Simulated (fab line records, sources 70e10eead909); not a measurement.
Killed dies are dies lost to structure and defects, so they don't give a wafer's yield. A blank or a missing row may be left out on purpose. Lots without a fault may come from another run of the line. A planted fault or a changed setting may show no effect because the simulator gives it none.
fab line records | flow nand_harc | part 1 of 2: steps 1 to 3 of 6
record lots=23 wafers=69 last_day=33
route steps=1302 shown A_SGD_CUT@910 A_SLIT@942 A_WL_FILL@967 A_CONTACT@1015
lots that met no fault: from a run of the same line without faults
start_h: hours from the record's first day to the start of the lot's first wafer shown | wait_h: hours since the lot's step before | " the same as in the row above | L1.1+2: a row that stands for several wafers | - no value, or no start given | * or withheld: withheld | < > ~ a bound
route shown NAME@n: a module of which the file shows steps, and the number in the route of the first | usual: mean/standard deviation of fault-free wafers | same: alike in all rows | chamber/n: place in a boat | sites: the reading at each site | _std_site: their standard deviation | _edge_site: outer sites' mean less inner sites' | radius_mm: how far each site lies from the wafer's centre | mask NAME#n: copy n | behind: the tool/chamber that last shaped the wafer | hold: why the lot was held/for how many hours/how that ended | device: the transistor (n, p or np) that didn't switch | end of line: the same wafers' tests at the end of the route | a step without rows: its recipe alone | killed: dies lost to structure and defects at the first sort, not the wafer's yield | map: a wafer's dies, x killed, . not, _ none there
set.NAME: the setting as run; set.NAME@STEP: as run at that earlier step | model.NAME: the simulator's own value behind a step, which no gauge read
steps of the route over a sample of lots; a table a step, a row a wafer
services: from which hour (start_h, from the record's first day; less than 0 if before it) a tool's chamber was out of use, for how many hours, and why
## steps
# step NHARC_A_SGD_CUT_STRIP_17
# recipe o2_flow_sccm=500 ar_flow_sccm=0 bias_w=0 chemistry=O2
# usual drypump_motor_current_A=5.7/0.42 oes_product_au=0.997/0.012 rf_vpp_V=57.8/0.9 showerhead_plenum_p_Torr=3.51/0.14 throttle_valve_pct=17.037/0.0097
# columns lot.wafer tool chamber start_h wait_h drypump_motor_current_A oes_product_au rf_hours_counter_h rf_vpp_V showerhead_plenum_p_Torr throttle_valve_pct
L075.2 rie_diel-07 0 - - 5.5 1.007 12 59.4 3.36 17.047
L075.3 " 2 " " 6.3 0.993 14 58.5 3.53 17.039
L075.6 " 0 " " 5.5 1.006 - 56.2 3.36 17.050
L074.3 rie_diel-01 3 - - 5.3 0.991 4 57.7 3.29 17.029
L074.5 " 2 " " 6.2 0.998 - 59.1 3.62 17.029
L074.6 " 3 " " 5.3 0.985 - 57.7 3.29 17.050
L077.1 rie_diel-07 0 - - 5.6 1.003 13 58.3 3.36 17.034
L077.3 " 3 " " 6.1 1.020 14 56.5 3.39 17.049
L077.6 " 1 " " 6.1 0.991 - 57.7 3.72 17.049
L076.1 rie_diel-01 1 - - 5.6 0.993 4 58.6 3.53 17.034
L076.4 " 3 " " 5.3 0.991 4 57.0 3.29 17.037
L076.6 " 2 " " 6.1 0.996 - 57.5 3.62 17.023
L078.3 rie_diel-01 1 - - 5.6 0.976 5 58.2 3.53 17.036
L078.4 " 0 " " 5.0 0.996 5 58.7 3.63 17.040
L078.5 " 1 " " 5.6 0.975 - 58.4 3.53 17.052
L080.3 rie_diel-05 2 - - 5.0 0.989 6 57.5 3.47 17.027
L080.2 " 3 " " 5.4 0.991 4 57.4 3.68 17.054
L080.1 " 0 " " 6.0 1.004 5 58.6 3.50 17.037
L079.3 rie_diel-05 3 - - 5.5 0.996 5 57.5 3.68 17.030
L079.6 " 3 " " 5.5 1.003 - 58.4 3.68 17.034
L079.4 " 0 " " 5.9 1.004 - 57.7 3.50 17.032
L081.2 rie_diel-07 1 - - 6.1 0.991 2 59.3 3.71 17.020
L081.3 " 3 " " 6.1 1.014 2 58.3 3.39 17.042
L081.6 " 1 " " 6.1 1.007 - 57.5 3.71 17.017
L083.3 rie_diel-07 0 - - 5.6 1.011 4 57.5 3.35 17.049
L083.2 " 1 " " 6.1 0.994 3 58.6 3.71 17.046
L083.1 " 3 " " 6.1 1.004 4 56.6 3.39 17.033
L082.2 rie_diel-05 0 - - 5.9 0.989 8 57.0 3.49 17.042
L082.3 " 1 " " 5.3 0.991 8 57.9 3.31 17.027
L082.4 " 3 " " 5.4 1.004 - 59.3 3.68 17.029
L085.3 rie_diel-01 0 - - 5.0 0.997 7 58.0 3.63 17.045
L085.4 " 2 " " 6.2 1.003 9 57.7 3.62 17.052
L085.1 " 3 " " 5.3 0.984 8 57.3 3.29 17.054
L084.2 rie_diel-07 1 - - 6.1 0.993 4 58.1 3.71 17.023
L084.1 " 2 " " 6.3 1.003 4 58.6 3.53 17.033
L084.5 " 1 " " 6.0 1.002 - 57.8 3.71 17.036
L087.4 rie_diel-07 2 - - 6.3 0.998 5 57.0 3.53 17.044
L087.2 " 0 " " 5.6 1.011 6 57.3 3.35 17.047
L087.5 " 3 " " 6.1 1.024 - 57.9 3.39 17.050
L088.2 rie_diel-05 1 - - 5.3 0.985 11 58.1 3.30 17.036
L088.1 " 3 " " 5.4 0.998 10 58.1 3.67 17.031
L088.6 " 2 " " 5.0 0.998 - 57.4 3.47 17.046
L089.2 rie_diel-01 1 - - 5.6 1.011 1 58.7 3.53 17.023
L089.6 " 3 " " 5.2 1.007 - 57.7 3.29 17.030
L089.5 " 0 " " 5.0 0.998 - 57.9 3.63 17.025
L090.2 rie_diel-07 2 - - 6.3 0.993 9 58.9 3.52 17.043
L090.5 " 0 " " 5.5 1.002 - 57.2 3.35 17.051
L090.6 " 1 " " 6.1 0.998 - 57.7 3.71 17.040
L091.1 rie_diel-01 1 - - 5.7 1.014 3 59.7 3.53 17.026
L091.6 " 0 " " 5.0 0.986 - 58.5 3.63 17.048
L091.5 " 1 " " 5.6 1.002 - 57.9 3.53 17.026
L094.3 rie_diel-01 1 - - 5.6 1.014 4 56.2 3.53 17.042
L094.2 " 0 " " 5.0 1.000 4 57.5 3.62 17.045
L094.6 " 2 " " 6.2 1.007 - 57.2 3.62 17.019
L092.4 rie_diel-05 3 - - 5.5 0.985 3 59.1 3.67 17.045
L092.2 " 0 " " 5.9 0.989 3 57.1 3.49 17.029
L092.3 " 1 " " 5.2 0.973 3 57.0 3.30 17.029
L093.4 rie_diel-05 0 - - 5.9 1.001 3 57.5 3.49 17.043
L093.1 " 2 " " 5.0 0.972 1 57.5 3.47 17.020
L093.6 " 1 " " 5.3 0.985 - 55.6 3.30 17.025
L096.2 rie_diel-05 2 - - 5.0 0.978 3 58.8 3.47 17.029
L096.1 " 0 " " 5.9 1.005 6 55.7 3.49 17.032
L096.6 " 2 " " 5.0 0.972 - 56.8 3.47 17.027
L095.1 rie_diel-05 2 - - 5.0 0.976 4 58.5 3.47 17.050
L095.4 " 3 " " 5.4 0.979 6 57.3 3.67 17.020
L095.2 " 0 " " 5.9 1.012 6 57.0 3.49 17.040
L097.2 rie_diel-07 0 - - 5.6 1.006 1 57.5 3.35 17.034
L097.1 " 3 " " 6.1 1.021 1 58.2 3.39 17.047
L097.5 " 0 " " 5.5 0.999 - 56.8 3.35 17.051
# step NHARC_A_SGD_CUT_STRIP_28
# recipe time_s=20 o2_flow_sccm=500 ar_flow_sccm=0 bias_w=0 chemistry=O2
# usual drypump_motor_current_A=5.6/0.43 oes_product_au=0.998/0.011 rf_vpp_V=57.6/0.9 showerhead_plenum_p_Torr=3.50/0.14 throttle_valve_pct=17.036/0.0095
# columns lot.wafer tool chamber start_h wait_h drypump_motor_current_A oes_product_au rf_hours_counter_h rf_vpp_V showerhead_plenum_p_Torr throttle_valve_pct
L075.3 rie_diel-07 1 - - 6.1 0.992 15 58.7 3.72 17.031
L075.2 " 3 " " 6.1 1.011 14 55.9 3.39 17.033
L075.6 " 1 " " 6.1 0.989 - 57.3 3.72 17.039
L074.3 rie_diel-07 1 - - 6.1 1.008 15 58.7 3.72 17.021
L074.6 " 0 " " 5.6 1.009 - 56.6 3.36 17.035
L074.5 " 1 " " 6.1 0.998 - 58.7 3.72 17.055
L076.1 rie_diel-07 0 - - 5.6 0.999 13 57.9 3.35 17.048
L076.4 " 3 " " 6.1 1.004 14 57.6 3.39 17.024
L076.6 " 0 " " 5.6 0.995 - 57.3 3.36 17.025
L077.3 rie_diel-05 1 463.47 0.2 5.3 0.988 3 58.8 3.31 17.025
L077.1 " 2 " " 5.0 0.996 3 57.3 3.47 17.029
L077.6 " 2 " " 5.0 1.011 - 57.5 3.47 17.044
L078.4 rie_diel-01 2 - - 6.2 1.000 6 59.4 3.62 17.030
L078.3 " 0 " " 5.0 0.999 5 56.8 3.63 17.029
L078.5 " 1 " " 5.6 0.986 - 58.1 3.53 17.025
L079.3 rie_diel-01 0 - - 5.0 0.992 5 58.4 3.63 17.041
L079.4 " 1 " " 5.6 0.998 6 56.9 3.53 17.042
L079.6 " 3 " " 5.3 0.994 - 56.8 3.29 17.036
L080.1 rie_diel-05 0 510.13 0.2 5.9 0.997 6 58.1 3.50 17.027
L080.3 " 1 " " 5.3 0.986 6 57.3 3.31 17.040
L080.2 " 3 " " 5.5 0.997 5 57.8 3.68 17.048
L081.2 rie_diel-07 1 - - 6.1 1.005 2 58.4 3.71 17.043
L081.3 " 2 " " 6.3 0.995 2 58.3 3.53 17.041
L081.6 " 0 " " 5.6 1.012 - 56.6 3.35 17.027
L083.3 rie_diel-01 0 - - 5.1 0.998 7 57.9 3.63 17.031
L083.2 " 1 " " 5.6 0.989 7 56.8 3.53 17.025
L083.1 " 3 " " 5.3 0.984 8 57.8 3.29 17.027
L082.2 rie_diel-05 0 540.24 0.1 5.9 1.006 9 58.4 3.49 17.039
L082.3 " 3 " " 5.4 0.996 8 57.6 3.68 17.029
L082.4 " 0 " " 5.9 1.007 - 57.8 3.49 17.034
L084.2 rie_diel-01 3 - - 5.3 0.996 9 56.5 3.29 17.028
L084.1 " 2 " " 6.2 1.000 9 57.6 3.62 17.042
L084.5 " 0 " " 5.0 1.000 - 56.8 3.63 17.033
L085.1 rie_diel-05 3 - - 5.4 1.010 8 57.4 3.68 17.023
L085.3 " 0 " " 5.9 1.003 10 57.9 3.49 17.037
L085.4 " 2 " " 5.0 1.013 6 58.2 3.47 17.041
L087.2 rie_diel-07 3 - - 6.1 1.012 6 56.3 3.39 17.040
L087.4 " 0 " " 5.6 0.996 6 58.1 3.35 17.029
L087.5 " 1 " " 6.1 0.993 - 58.3 3.71 17.045
L088.2 rie_diel-07 0 - - 5.6 1.009 9 56.8 3.35 17.055
L088.1 " 3 " " 6.1 1.029 8 56.0 3.39 17.036
L088.6 " 0 " " 5.5 1.015 - 56.3 3.35 17.049
L089.2 rie_diel-01 1 - - 5.6 0.995 1 57.5 3.53 17.044
L089.6 " 1 " " 5.6 1.001 - 56.4 3.53 17.042
L089.5 " 2 " " 6.2 1.006 - 57.6 3.62 17.012
L091.1 rie_diel-01 1 - - 5.6 1.011 3 58.0 3.53 17.039
L091.5 " 1 " " 5.7 1.006 - 56.9 3.53 17.039
L091.6 " 2 " " 6.2 1.004 - 58.8 3.62 17.040
L090.2 rie_diel-05 0 620.17 0.1 5.9 1.007 1 57.8 3.49 17.036
L090.6 " 1 " " 5.3 0.986 - 57.3 3.30 17.029
L090.5 " 3 " " 5.4 0.993 - 57.8 3.67 17.026
L092.3 rie_diel-01 3 - - 5.3 0.991 4 57.2 3.29 17.031
L092.4 " 1 " " 5.7 1.008 4 56.8 3.53 17.036
L092.2 " 2 " " 6.2 1.006 4 57.3 3.62 17.022
L094.3 rie_diel-05 2 - - 5.0 0.977 2 58.1 3.47 17.034
L094.2 " 0 " " 5.9 0.999 4 59.0 3.49 17.039
L094.6 " 2 " " 5.0 0.976 - 56.1 3.47 17.031
L093.1 rie_diel-07 0 639.01 0.1 5.6 1.005 13 57.9 3.35 17.024
L093.6 " 0 " " 5.6 0.998 - 56.7 3.35 17.045
L093.4 " 3 " " 6.1 1.007 - 56.2 3.39 17.038
L095.1 rie_diel-05 3 - - 5.4 0.985 6 58.5 3.67 17.025
L095.4 " 0 " " 5.9 1.005 6 58.4 3.49 17.035
L095.2 " 1 " " 5.3 0.971 6 57.5 3.30 17.045
L096.2 rie_diel-07 1 - - 6.1 0.985 0 56.8 3.71 17.018
L096.1 " 3 " " 6.1 1.019 0 59.2 3.39 17.049
L096.6 " 1 " " 6.1 0.988 - 57.3 3.71 17.031
L097.1 rie_diel-05 3 - - 5.4 1.000 7 58.9 3.67 17.032
L097.2 " 0 " " 5.9 1.011 7 58.1 3.49 17.056
L097.5 " 2 " " 5.0 0.966 - 57.7 3.47 17.035
# step NHARC_A_SLIT_ETCH_29
# recipe target_depth_a=1000 overetch_a=100 time_s=55 ion_energy_ev=100 cf4_flow_sccm=80 o2_flow_sccm=20 ar_flow_sccm=0 rf_w=300 bias_w=100 chemistry=CF4/O2
# usual drypump_motor_current_A=5.5/0.48 oes_product_au=1.000/0.0092 rf_vpp_V=197.7/1.4 showerhead_plenum_p_Torr=1.33/0.059 throttle_valve_pct=13.397/0.0095
# columns lot.wafer tool chamber start_h wait_h drypump_motor_current_A oes_product_au rf_hours_counter_h rf_vpp_V showerhead_plenum_p_Torr throttle_valve_pct
L075.2 rie_diel-12 2 467.60 0.1 4.7 0.990 1.4 198.1 1.38 13.404
L075.3 " 3 " " 6.1 0.989 1.5 196.6 1.31 13.394
L075.6 " 2 " " 4.7 0.991 - 198.3 1.38 13.400
L074.3 rie_diel-11 3 474.94 0.1 5.8 1.006 1.8 199.1 1.29 13.386
L074.6 " 0 " " 4.7 0.997 - 198.6 1.37 13.380
L074.5 " 1 " " 5.3 0.992 - 196.7 1.27 13.396
L076.4 rie_diel-11 0 478.72 0.1 4.7 0.995 2.6 198.7 1.37 13.405
L076.1 " 1 " " 5.3 1.008 2.4 197.0 1.27 13.388
L076.6 " 0 " " 4.7 0.988 - 198.9 1.37 13.377
L077.3 rie_diel-11 2 479.67 0.1 6.1 1.008 1.4 197.9 1.37 13.414
L077.1 " 0 " " 4.7 0.999 2.7 198.2 1.37 13.426
L077.6 " 1 " " 5.3 1.005 - 196.2 1.27 13.415
L078.4 rie_diel-12 0 498.35 0.1 5.6 0.982 3.9 199.9 1.42 13.395
L078.3 " 1 " " 6.2 1.003 4.7 197.4 1.28 13.413
L078.5 " 2 " " 4.7 0.977 - 198.6 1.38 13.402
L079.3 rie_diel-12 1 520.88 0.1 6.1 1.009 6.1 197.4 1.28 13.386
L079.4 " 2 " " 4.7 0.992 6.3 199.1 1.38 13.392
L079.6 " 2 " " 4.7 0.989 - 198.1 1.38 13.407
L080.2 rie_diel-04 3 524.68 0.1 5.2 0.992 7.5 200.4 1.43 13.382
L080.1 " 0 " " 5.2 1.014 7.2 197.8 1.36 13.409
L080.3 " 2 " " 5.8 0.987 7.2 196.4 1.25 13.391
L081.3 rie_diel-12 2 534.10 0.1 4.7 1.002 7.7 199.6 1.38 13.399
L081.2 " 0 " " 5.7 0.990 6.7 199.9 1.42 13.393
L081.6 " 1 " " 6.2 1.006 - 195.2 1.28 13.388
L083.2 rie_diel-04 2 551.01 0.1 5.8 1.002 0.5 195.5 1.25 13.417
L083.3 " 3 " " 5.2 0.984 1.0 199.2 1.43 13.397
L083.1 " 1 " " 5.5 1.014 0.6 196.8 1.25 13.400
L082.3 rie_diel-04 0 554.82 0.1 5.2 1.006 1.1 198.2 1.36 13.402
L082.2 " 1 " " 5.6 1.002 0.7 195.6 1.25 13.408
L082.4 " 2 " " 5.9 1.000 0.7 195.5 1.25 13.380
L085.3 rie_diel-11 3 565.42 0.1 5.8 1.015 6.5 197.4 1.29 13.377
L085.4 " 0 " " 4.7 1.005 6.7 198.6 1.37 13.407
L085.1 " 1 " " 5.3 1.004 6.4 198.8 1.27 13.406
L084.1 rie_diel-11 3 568.84 0.1 5.8 0.992 6.7 196.8 1.29 13.401
L084.2 " 2 " " 6.1 0.986 6.0 197.9 1.37 13.404
L084.5 " 0 " " 4.7 0.996 - 198.9 1.37 13.420
L087.4 rie_diel-04 0 576.99 0.1 5.2 1.017 2.2 197.8 1.36 13.395
L087.2 " 1 " " 5.5 1.002 1.6 196.0 1.25 13.377
L087.5 " 2 " " 5.9 1.004 - 194.5 1.25 13.405
L088.1 rie_diel-04 2 600.59 0.1 5.8 0.995 2.7 195.9 1.25 13.393
L088.2 " 3 " " 5.2 0.998 3.3 198.4 1.43 13.399
L088.6 " 1 " " 5.5 1.005 - 196.8 1.25 13.409
L089.2 rie_diel-11 0 602.68 0.1 4.7 1.003 10.4 198.0 1.37 13.406
L089.5 " 0 " " 4.7 0.989 - 199.4 1.37 13.406
L089.6 " 1 " " 5.3 0.992 - 197.2 1.27 13.377
L091.1 rie_diel-11 3 631.65 0.1 5.8 1.014 1.5 196.2 1.29 13.393
L091.5 " 0 " " 4.7 1.009 - 199.1 1.37 13.396
L091.6 " 1 " " 5.3 1.009 - 196.4 1.27 13.395
L090.2 rie_diel-04 0 634.37 0.1 5.2 0.998 4.5 198.2 1.36 13.396
L090.6 " 0 " " 5.2 1.008 - 198.0 1.36 13.391
L090.5 " 1 " " 5.5 1.007 - 197.0 1.25 13.387
L092.2 rie_diel-04 1 650.02 0.1 5.5 1.005 4.4 195.0 1.25 13.399
L092.4 " 3 " " 5.2 0.988 6.1 201.0 1.43 13.383
L092.3 " 0 " " 5.2 1.020 5.8 198.0 1.36 13.402
L094.3 rie_diel-11 3 652.03 0.1 5.8 1.006 2.9 196.5 1.29 13.396
L094.2 " 1 " " 5.3 1.007 2.9 196.7 1.27 13.396
L094.6 " 3 " " 5.8 0.997 - 196.6 1.29 13.398
L093.1 rie_diel-11 3 653.83 0.1 5.8 1.006 2.9 194.2 1.29 13.382
L093.4 " 0 " " 4.7 1.002 3.1 197.4 1.37 13.398
L093.6 " 2 " " 6.1 1.000 - 196.7 1.36 13.382
L096.1 rie_diel-11 3 678.86 0.1 5.8 1.012 3.8 196.2 1.29 13.391
L096.2 " 0 " " 4.7 0.988 4.1 198.7 1.37 13.384
L096.6 " 2 " " 6.1 0.999 - 197.5 1.36 13.405
L095.1 rie_diel-04 3 680.05 0.1 5.2 1.002 7.8 200.0 1.43 13.397
L095.2 " 0 " " 5.2 1.006 7.1 198.4 1.36 13.410
L095.4 " 1 " " 5.5 1.010 5.7 197.2 1.25 13.409
L097.2 rie_diel-11 1 687.36 0.1 5.3 1.004 4.3 196.4 1.27 13.397
L097.1 " 3 " " 5.7 1.007 4.1 198.1 1.29 13.390
L097.5 " 1 " " 5.3 1.009 - 196.7 1.27 13.393
